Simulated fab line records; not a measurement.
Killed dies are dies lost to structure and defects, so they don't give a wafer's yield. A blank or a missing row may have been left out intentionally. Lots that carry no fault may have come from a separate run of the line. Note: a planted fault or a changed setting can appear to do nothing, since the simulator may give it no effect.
fab line records	flow n5_finfet
record: lots: 12	wafers: 35	last_day: 17
route steps=1938 shown MOL_CONTACT_COAG@552 MIM_TOP_ETCH@1852 MIM_BOT_LITHO@1862 MIM_BOT_ETCH@1868 PASSIVATION@1936
lots untouched by any fault: they come from a run of this same line in which no faults occurred
start_h: hours from the record's opening day to when the first of the lot's shown wafers began	wait_h: hours elapsed since this lot's preceding step	" the same as in the row above	L1.1+2: several wafers, shown together as one row	- either no value or no given start	* or withheld: withheld	< > ~ a bound
route shown NAME@n: names a module that has steps shown in the file, with the first one's number in the route	usual: the fault-free wafers' mean and standard deviation	same: alike in all rows	chamber/n: place in a boat	sites: readings site by site	_std_site: standard deviation of those values	_edge_site: mean of outer sites minus mean of inner sites	radius_mm: for every site, how far away it sits from the centre of the wafer	mask NAME#n: copy n	behind: the tool/chamber that last shaped the wafer	hold: why the lot went on hold/how many hours it stayed there/how the hold came to an end	device: which transistor (n, p or np) failed to switch	end of line: tests run on the same wafers once the route is complete	a step with no rows: only its recipe	killed: the dies lost at the first sort to structure and to defects; this is not the yield of the wafer	map: dies across one wafer; x = killed, . = not, _ = none there
set.NAME: the setting the step ran with; set.NAME@STEP: the setting that earlier step ran with	model.NAME: the simulator's own value behind a step, which no gauge read
route steps across a sampled set of lots; one table per step, one row per wafer
services: from which hour (start_h, from the record's first day; less than 0 if before it) a tool's chamber was out of use, for how many hours, and why
== steps ==
step: N5_MOL_CONTACT_COAG_PRECLEAN_125
recipe: chemistry: DIW	time_s: 57.5	temp_c: 23
lot.wafer	tool	chamber	start_h	wait_h
L411.3+5+6	wet_bench-03	3,0,5	94.40	0.1
L412.3+4+6	wet_bench-03	5,3,0	96.42	0.1
L413.3+4+6	wet_bench-03	2,1,0	113.19	0.1
L414.2+5	wet_bench-06	4,1	117.76	0.1
L416.1+3+5	wet_bench-03	2,3,1	132.20	0.1
L419.1+2+3	wet_bench-03	2,4,0	141.30	0.1
L420.3+4+5	wet_bench-03	7,5,4	150.01	0.1
L423.2+3+5	wet_bench-02	6,7,4	170.73	0.1
L430.2+4+5	wet_bench-06	0,5,6	213.04	0.1
L432.2+3+5	wet_bench-02	1,6,4	220.75	0.1
L433.2+4+5	wet_bench-02	3,0,1	226.13	0.1
L434.1+3+5	wet_bench-06	5,1,2	229.97	0.1
step: N5_MIM_TOP_ETCH_STRIP_01
recipe: chemistry: O2	power_w: 600	temp_c: 60	pressure_mtorr: 30	rf_frequency_hz: 6e+07	bias_power_w: 0	overash_fraction: 0.5	o2_flow_sccm: 225
usual: drypump_motor_current_A: 5.7/0.42	oes_product_au: 0.76/0.098	rf_vpp_V: 3.6/1.4	showerhead_plenum_p_Torr: 2.09/0.066	throttle_valve_pct: 16.80/0.25
same: bias_power_w: 0
lot.wafer	tool	chamber	start_h	wait_h	drypump_motor_current_A	oes_product_au	rf_hours_counter_h	rf_vpp_V	showerhead_plenum_p_Torr	throttle_valve_pct
L412.3	rie_diel-04	1	247.43	0.1	6.1	0.94	23	1.6	2.05	16.42
L412.4	"	2	"	"	5.7	0.72	205	2.9	2.17	16.48
L412.6	"	1	"	"	6.1	0.92	-	5.7	2.05	16.39
L411.3	rie_diel-01	3	247.64	0.1	5.8	0.71	200	2.4	2.01	16.79
L411.5	"	1	"	"	6.0	0.86	-	2.6	2.11	16.20
L411.6	"	2	"	"	6.3	0.71	-	6.2	2.10	16.99
L413.3	rie_diel-03	0	265.04	0.1	5.6	0.73	173	3.3	2.18	16.99
L413.4	"	2	"	"	5.5	0.73	196	6.0	2.00	16.97
L413.6	"	3	"	"	5.3	0.73	-	3.8	2.18	16.99
L414.2	rie_diel-03	2	274.74	0.2	5.5	0.70	198	5.8	2.00	16.98
L414.5	"	1	"	"	5.7	0.72	-	4.5	2.09	16.90
L416.1	rie_diel-03	2	289.13	0.1	5.5	0.70	202	4.2	2.00	17.00
L416.3	"	3	"	"	5.2	0.74	214	4.3	2.18	16.98
L416.5	"	2	"	"	5.5	0.70	-	2.0	2.00	17.03
L419.1	rie_diel-03	3	295.43	0.1	5.3	0.72	215	3.0	2.18	17.05
L419.2	"	2	"	"	5.5	0.70	204	5.2	2.00	17.02
L419.3	"	1	"	"	5.8	0.69	217	8.3	2.09	16.96
L420.3	rie_diel-04	0	306.22	0.2	4.7	0.67	241	6.3	1.99	17.01
L420.4	"	3	"	"	5.9	1.02	1	2.5	2.08	16.83
L420.5	"	1	"	"	6.1	0.88	-	3.1	2.04	16.45
L423.2	rie_diel-04	1	322.74	0.1	6.0	0.88	45	3.1	2.04	16.44
L423.3	"	3	"	"	6.0	0.99	5	3.4	2.08	16.81
L423.5	"	1	"	"	6.1	0.88	-	4.7	2.04	16.41
L430.2	rie_diel-01	3	366.34	0.1	5.8	0.68	237	2.5	2.00	16.87
L430.4	"	1	"	"	6.0	0.82	90	3.7	2.10	16.33
L430.5	"	3	"	"	5.8	0.69	-	4.8	2.00	16.90
L432.2	rie_diel-01	3	380.87	0.1	5.8	0.68	241	3.9	2.00	16.85
L432.3	"	2	"	"	6.3	0.67	232	3.3	2.09	17.04
L432.5	"	1	"	"	6.0	0.79	-	3.2	2.10	16.28
L433.2	rie_diel-01	0	385.95	0.1	5.3	0.88	55	4.2	2.14	16.81
L433.4	"	3	"	"	5.7	0.68	242	4.8	2.00	16.84
L433.5	"	2	"	"	6.2	0.68	-	2.1	2.08	17.02
L434.1	rie_diel-04	1	395.05	0.1	6.1	0.85	71	3.0	2.03	16.49
L434.3	"	3	"	"	6.0	0.92	31	2.4	2.07	16.88
L434.5	"	1	"	"	6.1	0.85	-	5.4	2.03	16.50
step: N5_MIM_BOT_LITHO_CD_MEAS_08
recipe: target_cd_nm: 3000	landing_energy_ev: 500	detector: se_inlens	polarity: opening
usual: cd_nm: 3000.9/1.9
lot.wafer	tool	chamber	start_h	wait_h	cd_nm
L412.3	cd_sem-01	0	247.87	-	3004.9
L412.4	"	0	"	"	3001.4
L412.6	"	0	"	"	3003.5
L411.3	cd_sem-01	0	248.19	-	3000.5
L411.5	"	0	"	"	3000.4
L411.6	"	0	"	"	2999.8
L413.3	cd_sem-01	0	265.46	-	3005.1
L413.4	"	0	"	"	3000.8
L413.6	"	0	"	"	3004.4
L414.2	cd_sem-02	0	275.19	-	3000.3
L414.5	"	0	"	"	3002.1
L416.1	cd_sem-02	0	289.67	-	3002.3
L416.3	"	0	"	"	3001.0
L416.5	"	0	"	"	3001.7
L419.1	cd_sem-03	0	295.97	-	3003.0
L419.2	"	0	"	"	3003.9
L419.3	"	0	"	"	3002.0
L420.3	cd_sem-03	0	306.76	-	3003.1
L420.4	"	0	"	"	3002.3
L420.5	"	0	"	"	3002.2
L423.2	cd_sem-01	0	323.28	-	3001.9
L423.3	"	0	"	"	3000.4
L423.5	"	0	"	"	2999.7
L430.2	cd_sem-02	0	366.76	-	2997.2
L430.4	"	0	"	"	2996.8
L430.5	"	0	"	"	2997.2
L432.2	cd_sem-01	0	381.43	-	3002.6
L432.3	"	0	"	"	2999.7
L432.5	"	0	"	"	3002.4
L433.2	cd_sem-03	0	386.37	-	3001.4
L433.4	"	0	"	"	3000.8
L433.5	"	0	"	"	2999.9
L434.1	cd_sem-01	0	395.47	-	3000.2
L434.3	"	0	"	"	2999.7
L434.5	"	0	"	"	2999.2
step: N5_MIM_BOT_ETCH_ETCH_00
recipe: chemistry: Cl2/BCl3	target: TiN	target_depth_a: 455	ion_energy_ev: 150	pressure_mtorr: 10	icp_w: 1000	bias_w: 126	Cl2_flow_sccm: 53.25	bcl3_flow_sccm: 21.75	Ar_flow_sccm: 25
usual: drypump_motor_current_A: 6.0/0.44	oes_product_au: 0.78/0.039	rf_fwd_power_W: 994.0/2.7	throttle_valve_pct: 21.96/0.19
lot.wafer	tool	chamber	start_h	wait_h	drypump_motor_current_A	oes_product_au	rf_fwd_power_W	rf_hours_counter_h	throttle_valve_pct
L412.3	rie_metal-03	0	248.29	0.1	6.5	0.82	993.3	-	21.85
L412.4	"	1	"	"	6.1	0.87	996.6	-	22.31
L412.6	"	1	"	"	6.2	0.88	994.6	-	22.32
L411.3	rie_metal-02	1	248.59	0.1	5.2	0.82	996.3	-	21.92
L411.5	"	0	"	"	6.4	0.75	994.7	-	21.74
L411.6	"	1	"	"	5.2	0.82	993.0	-	21.92
L413.3	rie_metal-01	1	265.83	0.1	5.8	0.77	996.8	-	21.96
L413.4	"	0	"	"	5.8	0.78	993.6	-	21.89
L413.6	"	0	"	"	5.8	0.77	993.7	-	21.89
L414.2	rie_metal-01	1	275.52	0.1	5.8	0.77	990.7	43	21.94
L414.5	"	1	"	"	5.8	0.77	998.1	-	21.93
L416.1	rie_metal-02	0	290.01	0.1	6.4	0.74	992.3	50	21.72
L416.3	"	0	"	"	6.4	0.74	992.9	-	21.73
L416.5	"	0	"	"	6.3	0.74	992.6	-	21.74
L419.1	rie_metal-03	0	296.37	0.1	6.5	0.80	993.8	32	21.87
L419.2	"	1	"	"	6.1	0.84	993.5	14	22.35
L419.3	"	1	"	"	6.1	0.85	992.7	-	22.32
L420.3	rie_metal-03	1	307.52	0.1	6.1	0.84	997.1	-	22.34
L420.4	"	0	"	"	6.5	0.79	990.6	-	21.88
L420.5	"	1	"	"	6.1	0.84	992.1	-	22.33
L423.2	rie_metal-01	0	323.62	0.1	5.8	0.76	992.0	55	21.90
L423.3	"	0	"	"	5.8	0.76	995.0	-	21.90
L423.5	"	0	"	"	5.8	0.77	995.2	-	21.87
L430.2	rie_metal-01	0	367.09	0.1	5.8	0.76	994.4	59	21.90
L430.4	"	1	"	"	5.8	0.75	995.6	-	21.97
L430.5	"	0	"	"	5.8	0.75	993.2	-	21.91
L432.2	rie_metal-02	0	381.77	0.1	6.4	0.72	996.6	59	21.75
L432.3	"	1	"	"	5.2	0.79	990.6	-	21.96
L432.5	"	0	"	"	6.4	0.72	995.6	-	21.74
L433.2	rie_metal-02	0	386.87	0.1	6.4	0.72	991.1	59	21.78
L433.4	"	0	"	"	6.4	0.71	996.3	-	21.77
L433.5	"	1	"	"	5.2	0.78	993.2	-	21.97
L434.1	rie_metal-01	0	395.80	0.1	5.8	0.75	990.8	61	21.91
L434.3	"	1	"	"	5.9	0.73	993.5	-	21.98
L434.5	"	0	"	"	5.8	0.75	995.0	-	21.91
step: N5_PASSIVATION_PROBE_49
usual: defect_limited_yield: 90.9/1.5	killed_at_M0_to_M3: 36/9.9	killed_at_M4_up: 13/4.5	killed_at_contacts: 13/6.4	killed_at_front_end: 42/12	killed_at_other: 3.4/3	killed_dies: 107/18	killed_open: 69/13	killed_short: 35/8.2	sort_bin_5_function: 5.3/1.1	sort_bin_6_memory: 3.4/0.69	sort_n_pass: 1073/18	sort_yield_pct: 90.9/1.5
same: gross_dies: 1180	killed_at_back_side: 0	sort_bin_4_leakage[%]: 0	sort_bin_8_speed[%]: 0
lot.wafer	tool	chamber	start_h	wait_h	defect_limited_yield[%]	killed_at_M0_to_M3	killed_at_M4_up	killed_at_contacts	killed_at_front_end	killed_at_other	killed_dies	killed_open	killed_short	sort_bin_5_function[%]	sort_bin_6_memory[%]	sort_n_pass	sort_yield_pct[%]
L419.1	prober-01	-	306.36	0.0	83.0	40	6	127	22	6	201	46	35	11.1	3.0	979	83.0
L419.2	prober-01	-	306.41	0.1	84.0	35	10	119	18	7	189	49	26	11.0	2.8	991	84.0
L419.3	prober-01	-	306.46	0.1	78.5	48	13	144	47	2	254	74	49	13.9	4.2	926	78.5
L420.3	prober-01	-	317.85	0.1	81.9	30	8	133	36	7	214	65	24	11.9	4.3	966	81.9
L420.4	prober-01	-	317.90	0.2	81.8	25	10	109	64	7	215	69	44	11.2	4.6	965	81.8
L420.5	prober-01	-	317.95	0.2	80.6	30	13	130	54	2	229	59	44	12.1	4.2	951	80.6
killed by level:class
L419.1 MOL_CONTACT_COAG:unspecified=120 BEOL_M0_SAQP:geometric_particle:open=18 BEOL_M0_SAQP:geometric_particle:short=9 MOL_CONTACT_COAG:geometric_particle:open=6 FIN_SAQP:geometric_particle:short=4 BEOL_M0:geometric_particle:short=4 FIN_SAQP:geometric_particle:open=3 ILD0:geometric_particle:short=3
L419.2 MOL_CONTACT_COAG:unspecified=114 BEOL_M2:geometric_particle:open=11 BEOL_M0_SAQP:geometric_particle:open=10 BEOL_M0_SAQP:geometric_particle:short=7 BEOL_M4:geometric_particle:open=5 DUMMY_GATE:geometric_particle:open=4 GATE_CUT:geometric_particle:short=4 MOL_CONTACT_COAG:geometric_particle:open=4
L419.3 MOL_CONTACT_COAG:unspecified=131 BEOL_M0_SAQP:geometric_particle:open=16 BEOL_M0_SAQP:geometric_particle:short=14 STI_FIN_REVEAL:geometric_particle:open=13 STI_FIN_REVEAL:geometric_particle:short=9 MOL_CONTACT_COAG:geometric_particle:open=9 BEOL_M2:geometric_particle:open=6 BEOL_M2:geometric_particle:short=5
L420.3 MOL_CONTACT_COAG:unspecified=125 FIN_SAQP:geometric_particle:short=11 BEOL_M2:geometric_particle:open=11 BEOL_M3:geometric_particle:open=10 MOL_CONTACT_COAG:geometric_particle:open=6 FIN_SAQP:geometric_particle:open=5 STI_FIN_REVEAL:geometric_particle:open=5 ILD0:geometric_particle:open=4
L420.4 MOL_CONTACT_COAG:unspecified=102 FIN_SAQP:geometric_particle:short=20 FIN_SAQP:geometric_particle:open=11 STI_FIN_REVEAL:geometric_particle:open=10 BEOL_M1:geometric_particle:open=6 BEOL_M0_SAQP:geometric_particle:open=5 GATE_CUT:geometric_particle:short=5 MOL_CONTACT_COAG:geometric_particle:open=5
L420.5 MOL_CONTACT_COAG:unspecified=122 FIN_SAQP:geometric_particle:short=10 FIN_SAQP:geometric_particle:open=9 BEOL_M0_SAQP:geometric_particle:short=7 GATE_CUT:geometric_particle:short=5 MOL_CONTACT_COAG:geometric_particle:open=5 BEOL_M1:geometric_particle:open=5 BEOL_M3:geometric_particle:open=5
== services ==
tool	chamber	start_h	hours	kind
rie_diel-01	2	71.21	11.1	repair
rie_diel-01	-	75.75	4.3	pm
rie_diel-01	3	89.35	5.1	repair
rie_diel-04	1	100.49	1.5	repair
rie_diel-01	-	103.88	18.9	repair
rie_diel-04	3	109.90	12.2	repair
rie_diel-04	3	126.58	27.6	repair
rie_diel-01	-	126.93	0.3	repair
rie_diel-04	-	138.91	0.5	repair
rie_metal-02	-	141.53	14.6	pm
rie_metal-03	1	181.20	12.1	repair
rie_diel-01	1	203.57	15.6	repair
rie_diel-04	0	241.77	2.9	repair
rie_diel-03	3	243.02	4.6	repair
rie_metal-03	-	249.95	2.8	pm
rie_diel-04	3	266.66	7.7	repair
rie_metal-02	-	293.03	1.4	pm
rie_diel-03	2	305.25	9.0	repair
rie_diel-01	3	312.30	7.9	repair
rie_diel-01	0	314.42	5.3	repair
rie_diel-01	0	332.02	2.5	repair
rie_diel-04	0	340.23	7.5	repair
rie_diel-04	2	341.48	8.4	repair
rie_diel-03	-	354.71	1.2	repair
== key ==
first_sign: step: N5_PASSIVATION_PROBE_49	reading: killed_at_contacts	direction: up	sigmas: 18	usual: 13	struck: 127
effect: step: N5_PASSIVATION_PROBE_49	reading: killed_dies	direction: up	sigmas: 6.1	usual: 107	struck: 217
more_kills_born_at: N5_MOL_CONTACT_COAG_PRECLEAN_125@wet_bench-03: 714
met_at N5_MOL_CONTACT_COAG_PRECLEAN_125
struck_lots L419,L420
not_acting_at N5_MIM_TOP_ETCH_STRIP_01,N5_MIM_BOT_LITHO_CD_MEAS_08,N5_MIM_BOT_ETCH_ETCH_00
onset_between 132.20 141.30
fault: kind: chamber_particle_source	tool: wet_bench-03	chamber: -	onset_h: 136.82	steps: N5_MOL_CONTACT_COAG_PRECLEAN_125	rate_per_visit_cm2: 0.9772	end_h: 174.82
